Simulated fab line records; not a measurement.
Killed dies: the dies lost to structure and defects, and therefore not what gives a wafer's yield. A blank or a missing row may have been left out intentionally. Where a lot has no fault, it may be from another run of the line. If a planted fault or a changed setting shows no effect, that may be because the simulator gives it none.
Which of the tools did it?	flow n5Finfet	11 lots with 33 wafers sampled at 3 steps, on a route of 1938 steps

WHAT THE GAUGES SHOWED, per wafer
N5_PASSIVATION_CD_MEAS_44: target cd 40000 nm. Usual: 40000 nm for cdNm, sd 2.7.
lot	measured	on	cdNm (nm)	flag
L240	day 12 10:02	cdSem-02	39997 39995 39998	
L241	day 12 23:38	cdSem-03	40002 40005 40002	
L242	day 13 16:34	cdSem-03	39998 39999 40002	
L244	day 13 15:52	cdSem-03	40003 40001 40001	
L245	day 13 21:07	cdSem-03	40002 40002 39999	
L249	day 15 01:52	cdSem-01	40003 40004 40004	
L250	day 15 18:59	cdSem-02	39999 40002 39999	
L254	day 16 09:43	cdSem-02	39999 39998 39999	
L255	day 16 20:02	cdSem-03	40002 40001 40003	
L258	day 17 04:09	cdSem-03	39998 39998 40000	
L259	day 17 21:02	cdSem-01	39999 40002 40000	

TOOL THAT RAN EACH LOT (tool first, then ch and the chambers of the sampled wafers, then the start)
lot	N5_SDB_PRECLEAN_39	N5_PASSIVATION_PASS_ETCH_74
L240	wetBench-06 ch 0,4,7, day 4 19:33	rieDiel-02 ch 0,2, day 12 06:59
L241	wetBench-04 ch 0,1,6, day 5 04:02	rieDiel-02 ch 0,2,3, day 12 19:52
L242	wetBench-04 ch 4,6,7, day 5 11:18	rieDiel-03 ch 0,1,2, day 13 13:12
L244	wetBench-06 ch 1,6,7, day 5 22:56	rieDiel-06 ch 0,2, day 13 12:29
L245	wetBench-06 ch 0,3,6, day 6 01:05	rieDiel-03 ch 0,2,3, day 13 17:44
L249	wetBench-01 ch 0,1,7, day 7 03:49	rieDiel-02 ch 0,2, day 14 21:36
L250	wetBench-06 ch 1,3,4, day 7 08:58	rieDiel-03 ch 0,2,3, day 15 14:54
L254	wetBench-04 ch 0,2,5, day 8 06:34	rieDiel-02 ch 0,3, day 16 04:19
L255	wetBench-04 ch 1,2,7, day 8 14:02	rieDiel-06 ch 0,3, day 16 16:39
L258	wetBench-04 ch 1,3,6, day 9 10:41	rieDiel-03 ch 0,1,2, day 16 23:49
L259	wetBench-04 ch 5,6,7, day 9 18:15	rieDiel-02 ch 0,1,2, day 17 17:31
- N5_SDB_PRECLEAN_39: cleans in O3/DIW, time 45 s.
- N5_PASSIVATION_PASS_ETCH_74: etches SiNx in CF4/O2, target depth 220 nm, time 110 s.

AS READ BY THE TOOLS THEMSELVES (means over the sampled wafers that have a number; for cases with no such wafer, the mark the record gives instead)
N5_SDB_PRECLEAN_39. Usual: 10.01 for o3Ppm, sd 0.1.
lot	tool	o3Ppm	flag
L240	wetBench-06	9.94	
L241	wetBench-04	9.97	
L242	wetBench-04	10.06	
L244	wetBench-06	9.92	
L245	wetBench-06	10.07	
L249	wetBench-01	10.07	
L250	wetBench-06	9.99	
L254	wetBench-04	9.99	
L255	wetBench-04	9.95	
L258	wetBench-04	10.10	
L259	wetBench-04	10.07	

N5_PASSIVATION_PASS_ETCH_74. Usual: chamberPressureMTorr 40.00 mTorr, standard deviation 0.039; drypumpMotorCurrentA 5.9 A, standard deviation 0.42; oesProductAu 0.79 a.u., standard deviation 0.077; rfVppV 241.8 V, standard deviation 2.8; showerheadPlenumPTorr 2.22 Torr, standard deviation 0.083; throttleValvePct 15.98 %, standard deviation 0.22.
lot	tool	chamberPressureMTorr (mTorr)	drypumpMotorCurrentA (A)	oesProductAu (a.u.)	rfVppV (V)	showerheadPlenumPTorr (Torr)	throttleValvePct (%)	flag
L240	rieDiel-02	40.02	6.1	0.75	240.9	2.17	16.18	
L241	rieDiel-02	40.00	5.9	0.81	242.0	2.25	16.00	
L242	rieDiel-03	40.00	6.0	0.75	241.8	2.18	16.12	
L244	rieDiel-06	39.99	5.4	0.87	242.4	2.21	15.86	
L245	rieDiel-03	39.99	5.7	0.81	243.5	2.14	16.02	
L249	rieDiel-02	39.99	6.2	0.73	241.2	2.16	16.21	
L250	rieDiel-03	40.01	5.7	0.80	243.4	2.14	16.05	
L254	rieDiel-02	39.98	5.9	0.80	242.1	2.31	15.81	
L255	rieDiel-06	39.97	5.8	0.81	236.9	2.25	15.82	
L258	rieDiel-03	40.01	6.0	0.73	241.5	2.17	16.17	
L259	rieDiel-02	39.98	6.1	0.81	243.6	2.31	15.89	

THE ANSWER, worked out from the rows above alone
Rule: lot off if the mean of its wafers having a number is beyond 3 standard deviations from the usual mean. Also off: a lot with no number at a reading for which 4 or more lots have one. All remaining lots with rows at the step are treated as sound. The gauges are gone through in route order, then the tools' own readings, and for those a lot's mean is taken as printed above. The first step at which some lot is off is used, and at that step the reading that is off furthest; a lot without a number counts as furthest.
No lot is off at any reading shown: from this, nothing can be told.

WHAT HAD BEEN PUT IN BY THE SIMULATOR
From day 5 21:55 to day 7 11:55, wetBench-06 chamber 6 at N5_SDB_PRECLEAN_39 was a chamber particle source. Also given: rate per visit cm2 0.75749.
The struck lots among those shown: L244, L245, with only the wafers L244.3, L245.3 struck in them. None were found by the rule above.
